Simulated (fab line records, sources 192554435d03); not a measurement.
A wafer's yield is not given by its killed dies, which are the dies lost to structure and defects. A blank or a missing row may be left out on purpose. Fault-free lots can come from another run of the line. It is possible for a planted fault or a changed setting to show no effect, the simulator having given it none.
The same fault as seen by 3 desks :: flow n5_finfet :: each desk has only its own numbers; what lay behind them comes last

== THE DEFECT DESK ==
For each lot, the counts of the inspections along the route, averaged over the sampled wafers that have a number. The brackets show how far a lot's mean lies from the usual mean; more than 4 standard deviations puts the lot out of limits, marked OUT.
Columns: A = raw_defect_count at N5_BEOL_M15_INSPECT_30, usual 2.0
lot: L730
first seen here: day 13 11:08
A: 3.0

lot: L733
first seen here: day 14 05:19
A: 3.0

lot: L738
first seen here: day 15 03:59
A: 1.0

lot: L741
first seen here: day 15 13:41
A: 2.3

lot: L743
first seen here: day 16 12:39
A: 2.3

lot: L744
first seen here: day 17 01:52
A: 0.3
This desk's finding: nothing out of limits on any of the 6 lots.

== METROLOGY DESK ==
What the gauges read for every lot (on any tool): the sampled wafers with a number, averaged. The brackets show how far a lot's mean lies from the usual mean; more than 4 standard deviations puts the lot out of limits, marked OUT.
Columns: A = cd_nm at N5_BEOL_M15_CD_MEAS_28, usual 407.3 nm; B = M15_OVL at N5_BEOL_M15_OVL_MEAS_29, usual 0 nm
lot: L730
first seen here: day 13 11:05
A: 407.3
B: 7

lot: L733
first seen here: day 14 05:16
A: 409.4
B: 1

lot: L738
first seen here: day 15 03:56
A: 407.4
B: -4

lot: L741
first seen here: day 15 13:38
A: 408.3
B: 2

lot: L743
first seen here: day 16 12:36
A: 406.4
B: -2

lot: L744
first seen here: day 17 01:49
A: 407.0
B: -4
This desk's finding: nothing out of limits on any of the 6 lots.

== AT THE TOOL OWNER'S DESK: rie_diel-01 ==
The tool's own readings at N5_BEOL_M15_ETCH_61 (etches BARC in N2/H2, target depth 89 nm, overetch 26.7 nm, time 67.9 s): means of the sampled wafers that have a number, for each lot that ran on this tool. The brackets show how far a lot's mean lies from the usual mean; more than 4 standard deviations puts the lot out of limits, marked OUT.
Columns: A = drypump_motor_current_A at N5_BEOL_M15_ETCH_61, usual 5.8 A; B = oes_product_au at N5_BEOL_M15_ETCH_61, usual 0.67 a.u.; C = rf_vpp_V at N5_BEOL_M15_ETCH_61, usual 523.8 V; D = showerhead_plenum_p_Torr at N5_BEOL_M15_ETCH_61, usual 2.54 Torr; E = throttle_valve_pct at N5_BEOL_M15_ETCH_61, usual 17.81 %
lot: L730
first seen here: day 13 12:04
A: 5.5
B: 0.71
C: 523.9
D: 2.53
E: 17.65

lot: L733
first seen here: day 14 05:36
A: 5.5
B: 0.72
C: 523.2
D: 2.52
E: 17.57
This desk's finding: nothing out of limits on any of the 2 lots.

== PUT TOGETHER ==
The defect desk saw nothing out of limits.
Nothing out of limits was seen by the metrology desk.
The tool owner's desk saw nothing out of limits.

== WHAT THE SIMULATOR PUT IN ==
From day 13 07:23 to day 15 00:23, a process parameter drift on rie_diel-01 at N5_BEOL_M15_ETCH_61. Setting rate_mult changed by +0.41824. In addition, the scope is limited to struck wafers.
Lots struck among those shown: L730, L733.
